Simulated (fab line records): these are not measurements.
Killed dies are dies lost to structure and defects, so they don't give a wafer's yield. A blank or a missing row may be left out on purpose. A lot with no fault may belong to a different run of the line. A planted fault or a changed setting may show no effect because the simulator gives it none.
Struck lot and sound lot, side by side || flow n5_finfet || 38 steps out of a route of 1938
Sound: the wafers L442.1, L442.2, L442.3. Struck: wafers L432.2, L432.4, L432.5. The cause is named last.
At each step with rows: each side's tool, then ch and its chambers, then its first start. Under that, the readings that differ: sound wafers || struck wafers || difference of the means || sigmas: that difference in standard deviations of wafers without a fault.
alike: words and numbers the same on both sides, and readings whose means are apart by under 2 such deviations; not compared: readings that were withheld, readings missing a value for some wafer, numbers with overlapping values and no deviation given by the record, and bounds like >300 which may hide the same value.
The two part at a step that has a row with sigmas, a row that says differs or no value, or rows on one side only. When numbers do not overlap yet have no deviation, they are printed without sigmas and do not part them. A reading missing from all wafers of one side parts the sides only when that side holds two or more wafers.

first, 12 steps without rows for these wafers: N5_MOL_CONTACT_COAG_ETCH_66 (etches SiARC in CF4, target depth 13 nm, time 21.7 s); N5_MOL_CONTACT_COAG_ALD_133 (deposits SiO2, target thk 5 nm, pulse time 1 s, co reactant pulse time 1 s); N5_MOL_CONTACT_COAG_ETCHBACK_134 (etches SiO2 in CHF3, target depth 10 nm, time 6.7 s); N5_MOL_CONTACT_COAG_ETCH_67 (etches SOC in N2/H2, target depth 60 nm, overetch 21 nm, time 101.2 s); N5_MOL_CONTACT_COAG_STRIP_68 (strips in N2/H2); N5_MOL_CONTACT_COAG_STRIP_69 (strips in N2/H2); N5_MOL_CONTACT_COAG_ETCHBACK_136 (etches SiO2 in CHF3, target depth 25 nm, time 16.7 s); N5_MOL_CONTACT_COAG_STRIP_120 (strips in CHF3); N5_MOL_CONTACT_COAG_VIA_ETCH_117 (etches SiO2 in C4F6/O2, target depth 40 nm, overetch 8 nm, time 26 s); N5_MOL_CONTACT_COAG_ETCH_124 (etches SiNx in CH3F/O2, stops on SiOC, target depth 6.5 nm); N5_MOL_CONTACT_COAG_ETCH_48 (etches SiOC in C4F6/O2, target depth 15 nm, overetch 4.5 nm, time 17 s); N5_MOL_CONTACT_COAG_STRIP_72 (strips in N2/H2).
N5_MOL_CONTACT_COAG_STRIP_49: strips in N2/H2, time 30 s.
  sound on plasma_asher-01 ch 0,1, day 10 19:52; struck on plasma_asher-02 ch 0,1, day 8 10:17
  alike: drypump_motor_current_A, h2_flow_sccm, heater_power_w
  not compared: rf_hours_counter_h
then, 24 steps without rows for these wafers: N5_MOL_CONTACT_COAG_PRECLEAN_138 (cleans in alkaline clean, time 60 s); N5_MOL_CONTACT_COAG_SRD_139 (time 30 s); N5_MOL_CONTACT_COAG_PRE_CLEAN_121; N5_MOL_CONTACT_COAG_CVD_140 (deposits W, target thk 66.5 nm, time 215 s); N5_MOL_CONTACT_COAG_PRECLEAN_127 (cleans in DIW, time 57.5 s); N5_MOL_CONTACT_COAG_SRD_128 (dry time 32 s); N5_MOL_CONTACT_COAG_CMP_52 (polishes, stops on SiO2, t overpolish 1.5 s, target thk 66.5 nm); N5_MOL_CONTACT_COAG_ANNEAL_112 (time 1800 s); N5_BEOL_M0_SAQP_PECVD_00 (deposits SiCN from 3MS/NH3, target thk 8 nm, time 14 s); N5_BEOL_M0_SAQP_ILD_DEP_01 (deposits SiOC from DEMS/O2, target thk 45.419 nm, time 8.7 s); N5_BEOL_M0_SAQP_HM_DEP_02 (deposits TiN, target thk 12 nm); N5_BEOL_M0_SAQP_PECVD_03 (deposits SiCN from 3MS/NH3, target thk 12 nm, time 21.1 s); N5_BEOL_M0_SAQP_PECVD_96 (deposits a-Si from SiH4/He, target thk 45 nm, time 45.2 s); N5_BEOL_M0_SAQP_PECVD_97 (deposits SiNx from SiH4/NH3/N2, target thk 23 nm, time 19.9 s); N5_BEOL_M0_SAQP_PECVD_04 (deposits a-Si from SiH4/He, target thk 60 nm, time 60.2 s); N5_BEOL_M0_SAQP_HM_DEP_111 (deposits SiO2 from SiH4/N2O, target thk 12 nm, time 7.2 s); N5_BEOL_M0_SAQP_COAT_81 (time 60 s, resist thk 100 nm); N5_BEOL_M0_SAQP_COAT_82 (time 60 s, resist thk 30 nm); N5_BEOL_M0_SAQP_COAT_08 (resist thk 90 nm); N5_BEOL_M0_SAQP_EBR_10; N5_BEOL_M0_SAQP_SOFTBAKE_09 (time 60 s); N5_BEOL_M0_SAQP_EXPOSE_11 (exposes mask M0 CORE, target cd 42 nm); N5_BEOL_M0_SAQP_PEB_12 (peb time 60 s); N5_BEOL_M0_SAQP_DEVELOP_13 (develop time 30 s).
-- here the record skips 7 days between the struck wafers' starts before and after, leaving off in module BEOL_M0_SAQP and picking up in module PASSIVATION (first step shown: number 1936 of the route) --
N5_PASSIVATION_PROBE_49:
  record: rows for the struck wafers here (prober-02, day 15 17:40), none for the sound ones

== WHERE THEY PART ==
Only at N5_PASSIVATION_PROBE_49, within this record.

WHY: what the simulator had put in
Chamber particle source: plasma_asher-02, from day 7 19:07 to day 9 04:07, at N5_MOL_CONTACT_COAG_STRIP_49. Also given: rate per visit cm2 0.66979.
